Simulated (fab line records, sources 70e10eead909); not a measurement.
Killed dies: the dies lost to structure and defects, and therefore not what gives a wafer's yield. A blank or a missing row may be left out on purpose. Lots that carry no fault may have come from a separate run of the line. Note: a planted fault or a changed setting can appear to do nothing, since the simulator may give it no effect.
Problem report in the 8D (eight disciplines) form, filled by code -- flow nand-harc -- the parts of the form that need people (team, actions taken, sign-off) are left out

1. THE ISSUE
At NHARC_A_ONON_D2_THK_MEAS_27, thk-nm averages 949 nm over 2 wafers from 2 lots, while fault-free wafers read 1001 nm, standard deviation 12. That is -4.3 standard deviations from the usual mean.
The step: measures by ellipsometry.
First seen on wafer L138.4, day 15 18:19, on film-metro-01. The record holds 40 wafers of 14 lots with a number at this step. The rule behind "out" and "out of limits": a value lying over 4 standard deviations away from the usual mean. All remaining wafers that have a number are taken as sound.

2. WHAT IT IS, AND WHAT IT ISN'T
question,is,is not
which readings at this step,thk-nm,-
which lots,"L138, L139","L132, L133, L134, L135, L136, L147, L148, L149, L150, L152, L153, L154"
which wafers of those lots,"L138.4, L139.3","L138.1, L138.6"
read on which gauges,"film-metro-01, film-metro-02",-
when,from day 15 18:19,"up to then (17 sound wafers); but 21 sound wafers of L147, L148, L149, L150, L152, L153, L154 came after"

3. THE SUSPECTS, EACH WITH WHAT RULES IT OUT
Counting: a tool at a process step up to the reading stays a suspect if it ran every lot that is out. Sound lots after the first of them don't rule it out here, since some wafers of a struck lot are sound.
- ruled out: the gauge at NHARC_A_ONON_D2_THK_MEAS_27. 2 gauges (film-metro-01, film-metro-02) read the wafers that are out.
- pecvd-onon-03 at NHARC_A_ONON_D2_DEP_25 (target thk 1000 nm): kept. Ran every lot that is out, first one L138 (day 15 17:49); last sound lot up to then L136 (day 15 03:44).
After counting, what remains is pecvd-onon-03 at NHARC_A_ONON_D2_DEP_25.

4. THE CAUSE (what the simulator had put in)
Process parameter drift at NHARC_A_ONON_D2_DEP_25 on pecvd-onon-03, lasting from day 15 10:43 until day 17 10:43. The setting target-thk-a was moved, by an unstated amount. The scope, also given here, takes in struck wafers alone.
After counting, this tool was the only one left.

5. THE CHAIN OF EFFECTS, in route order
Rows list readings where the struck wafers' mean (over those with a number) sits beyond 3 standard deviations from the usual. Only readings whose record carries a usual standard deviation are examined. hours: median over the lots of the time between each lot's start at the first step of this table that gives one and its start at this step. sigmas: the change, counted in usual standard deviations.
hours,step,reading,usual,on struck wafers,change,sigmas
0,NHARC_A_ONON_D2_THK_MEAS_27,thk-nm,1001 nm,949,-52,-4.3

6. HOW IT WOULD HAVE BEEN CAUGHT EARLIER
8 hours passed between the start of the fault at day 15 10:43 and the first reading out of limits at a measuring or inspecting step in this record, taken at day 15 18:19.
L139, from the lots that are out (2), started NHARC_A_ONON_D2_DEP_25 on pecvd-onon-03 later than day 15 18:19. Putting the tool on hold at that point would have spared it.
